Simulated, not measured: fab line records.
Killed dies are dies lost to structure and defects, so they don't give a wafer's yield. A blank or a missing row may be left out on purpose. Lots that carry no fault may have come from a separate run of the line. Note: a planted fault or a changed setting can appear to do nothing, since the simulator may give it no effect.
Matching of chambers    flow n5-finfet    rie-si-05 running N5_PMOS_HMC_CHANNEL_EPI_ETCH_38: 4 sister chambers
The step etches SiO2 in CF4, target depth 1.5 nm. 4 wafers are shown with their chamber, then 11 later ones without.

EACH WAFER AND ITS CHAMBER
wafer   chamber  throttle-valve-pct (%)
L091.1  0        21.96
L091.2  2        21.77
L091.3  3        22.10
L091.4  1        22.02

WAFERS WITH NO CHAMBER GIVEN
wafer   throttle-valve-pct (%)
L091.5  21.95
L091.6  22.02
L092.2  22.04
L092.4  21.77
L092.6  22.04
L093.2  22.09
L093.3  21.76
L093.5  22.08
L096.2  21.76
L096.4  21.94
L096.6  22.04

CHAMBER TAKEN BY EACH
wafer   from the rows above  in truth
L091.5  0                    0
L091.6  1                    1
L092.2  1                    1
L092.4  2                    2
L092.6  1                    1
L093.2  3                    3
L093.3  2                    2
L093.5  3                    3
L096.2  2                    2
L096.4  0                    0
L096.6  1                    1
Placed correctly: 11 of 11. From these rows, 0 cannot be placed. Number placed wrongly: 0.
How it was worked out, from the rows above alone: a wafer's distance from a chamber is the root of the sum, over the readings, of the square of ((its reading less the chamber's mean) divided by the reading's scatter). The wafer belongs to the nearest chamber; if the next one is less than 2 further off, it can't be placed. For every chamber, the mean is computed from those of its wafers that are shown. The scatter (one wafer shown for each chamber): square how far every hidden wafer sits from the nearest shown wafer, average those squares and take the square root.
